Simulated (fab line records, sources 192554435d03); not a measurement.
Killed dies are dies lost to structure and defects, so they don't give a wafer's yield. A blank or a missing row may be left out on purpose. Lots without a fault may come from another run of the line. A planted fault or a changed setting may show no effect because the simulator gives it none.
Chamber matching | flow n5_finfet | N5_BEOL_M5_DESCUM_33 on rie_diel-02: 4 sister chambers
The step chemistry O2, time 7 s. 16 wafers are shown with their chamber, then 8 later ones without.

WAFERS WITH THEIR CHAMBER
wafer  | chamber | drypump_motor_current_A (A) | showerhead_plenum_p_Torr (Torr) | throttle_valve_pct (%)
L074.1 | 2       | 5.81                        | 2.12                            | 20.01
L074.2 | 0       | 5.11                        | 2.17                            | 20.62
L074.5 | 3       | 5.35                        | 2.00                            | 20.48
L076.1 | 0       | 5.09                        | 2.16                            | 20.63
L076.2 | 2       | 5.83                        | 2.12                            | 20.00
L076.4 | 1       | 5.67                        | 2.03                            | 20.42
L078.2 | 0       | 5.11                        | 2.16                            | 20.62
L078.3 | 2       | 5.83                        | 2.12                            | 19.98
L078.6 | 3       | 5.32                        | 2.00                            | 20.48
L081.3 | 2       | 5.83                        | 2.12                            | 20.01
L081.4 | 3       | 5.31                        | 2.00                            | 20.50
L081.5 | 3       | 5.30                        | 2.00                            | 20.48
L087.1 | 1       | 5.65                        | 2.02                            | 20.48
L087.5 | 0       | 5.09                        | 2.16                            | 20.20
L087.6 | 1       | 5.66                        | 2.03                            | 20.47
L090.3 | 2       | 5.82                        | 2.11                            | 20.06

SIGNATURES (means of the wafers above)
reading                  | chamber 0 | chamber 1 | chamber 2 | chamber 3 | scatter within a chamber
drypump_motor_current_A  | 5.1000    | 5.6600    | 5.8240    | 5.3200    | 0.0139
showerhead_plenum_p_Torr | 2.1625    | 2.0267    | 2.1180    | 2.0000    | 0.0043
throttle_valve_pct       | 20.5175   | 20.4567   | 20.0120   | 20.4850   | 0.108
Rule: a wafer's distance from a chamber is the root of the sum, over the readings, of the square of ((its reading less the chamber's mean) divided by the reading's scatter). The wafer belongs to the nearest chamber; if the next one is less than 2 further off, it can't be placed. The scatter: the root of (the sum of the squares of (reading less its chamber's mean) over the shown wafers, divided by (wafers less chambers)).

WAFERS WITHOUT THEIR CHAMBER
wafer  | drypump_motor_current_A (A) | showerhead_plenum_p_Torr (Torr) | throttle_valve_pct (%)
L090.5 | 5.12                        | 2.15                            | 20.22
L090.6 | 5.35                        | 1.99                            | 20.51
L092.2 | 5.10                        | 2.15                            | 20.23
L092.4 | 5.34                        | 1.99                            | 20.53
L092.6 | 5.12                        | 2.15                            | 20.24
L097.1 | 5.79                        | 2.11                            | 20.06
L097.2 | 5.66                        | 2.02                            | 20.51
L097.3 | 5.34                        | 1.99                            | 20.52

WHICH CHAMBER EACH WENT THROUGH
wafer  | from the rows above | in truth
L090.5 | 0                   | 0
L090.6 | 3                   | 3
L092.2 | 0                   | 0
L092.4 | 3                   | 3
L092.6 | 0                   | 0
L097.1 | 2                   | 2
L097.2 | 1                   | 1
L097.3 | 3                   | 3
Placed correctly: 8 of 8. Can't be placed from these rows: 0. Placed wrongly: 0.
